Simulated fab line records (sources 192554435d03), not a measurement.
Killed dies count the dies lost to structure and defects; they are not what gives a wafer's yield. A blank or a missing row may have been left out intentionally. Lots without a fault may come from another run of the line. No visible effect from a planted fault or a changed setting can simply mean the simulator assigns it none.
Comparing a struck lot with a sound one || flow n5_finfet || 15 steps out of a route of 1938
Sound: the wafers L950.1, L950.4, L950.5. Struck: wafer L958.6 (L958.1, L958.4, from the same lot, were not struck and are left out); the cause is given at the end.
Per side, at each step with rows, come the tool, then ch with its chambers, and then its first start. Under that, the readings that differ: sound wafers || struck wafers || difference of the means || sigmas: that difference in standard deviations of wafers without a fault.
alike: a reading whose means differ by less than 2 such deviations, as well as words and numbers matching on both sides. not compared: withheld readings; readings where some wafer has no value; bounds like >300 that might hide an equal value; numbers whose values overlap and for which the record gives no deviation.
The two part at a step that has a row with sigmas, a row that says differs or no value, or rows on one side only. Non-overlapping numbers with no deviation appear without sigmas and do not part them. A reading that every wafer of one side lacks parts them only if that side has two wafers or more.

first, 1 step without rows for these wafers: N5_BEOL_M6_TRENCH_ETCH_37 (etches SiCOH lowk in C4F6/O2, target depth 94.435 nm, time 31.5 s).
N5_BEOL_M6_ETCH_41: etches SiCN in CH3F/O2, target depth 29.7 nm, time 52 s.
  sound: rie_diel-01 ch 0,3; struck: rie_diel-01 ch 1
  alike: drypump_motor_current_A, oes_product_au, rf_vpp_V, showerhead_plenum_p_Torr, throttle_valve_pct
  not compared: rf_hours_counter_h
N5_BEOL_M6_STRIP_80: strips in N2/H2, time 10 s.
  sound: rie_diel-01 ch 0,3; struck: rie_diel-01 ch 1
  alike: drypump_motor_current_A, oes_product_au, rf_vpp_V, showerhead_plenum_p_Torr, throttle_valve_pct
  not compared: rf_hours_counter_h
N5_BEOL_M6_OCD_MEAS_38:
  sound on ocd-02, day 10 16:15; struck on ocd-01, day 13 03:37
  alike: trench_depth_nm
then, 4 steps without rows for these wafers: N5_BEOL_M6_HM_STRIP_39 (strips TiN in peroxide tin strip, target depth 25 nm, time 158 s); N5_BEOL_M6_SRD_40 (time 30 s); N5_BEOL_M6_PRECLEAN_42 (cleans in residue remover, time 60 s); N5_BEOL_M6_SRD_43 (time 30 s).
N5_BEOL_M6_CD_MEAS_35: target cd 40 nm, target cd y 28 nm.
  sound on cd_sem-01, day 10 16:25; struck on cd_sem-01, day 13 03:46
  alike: cd_nm
then, 1 step without rows for these wafers: N5_BEOL_M6_CURE_75 (cures SiCOH lowk, time 120 s).
N5_BEOL_M6_DEGAS_44: time 60 s.
  sound on pvd_sputter-03, day 10 17:58; struck on pvd_sputter-02, day 13 04:19
  alike: heater_power_w
N5_BEOL_M6_PRE_CLEAN_45: time 30 s.
  sound on pvd_sputter-03, day 10 18:01; struck on pvd_sputter-02, day 13 04:21
  alike: heater_power_w
N5_BEOL_M6_ALD_77: deposits TaN, target thk 2 nm, pulse time 2 s, purge time 3 s.
  sound on ald_metal-01 ch 1,2,3, day 10 18:04; struck on ald_metal-04 ch 3, day 13 04:26
{"reading": "co_reactant_pulse_time_s (s)", "sound": "3 3 3", "struck": 3.5774, "difference": "+0.5774", "sigmas": ""}
{"reading": "heater_power_w (W)", "sound": "436 516 417", "struck": 347, "difference": -109, "sigmas": -3}
  alike: precursor_vessel_carrier_sccm
N5_BEOL_M6_SURFACE_TREAT_79:
  sound on pvd_sputter-01, day 10 18:25; struck on pvd_sputter-02, day 13 04:50
  not compared: throttle_valve_pct
following that, these wafers have no rows for 1 step: N5_PASSIVATION_PROBE_49.

## WHERE THEY PART
Only at N5_BEOL_M6_ALD_77, within this record.

WHY: the cause the simulator had injected
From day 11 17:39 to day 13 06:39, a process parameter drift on ald_metal-04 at N5_BEOL_M6_ALD_77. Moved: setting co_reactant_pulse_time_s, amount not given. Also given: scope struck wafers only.
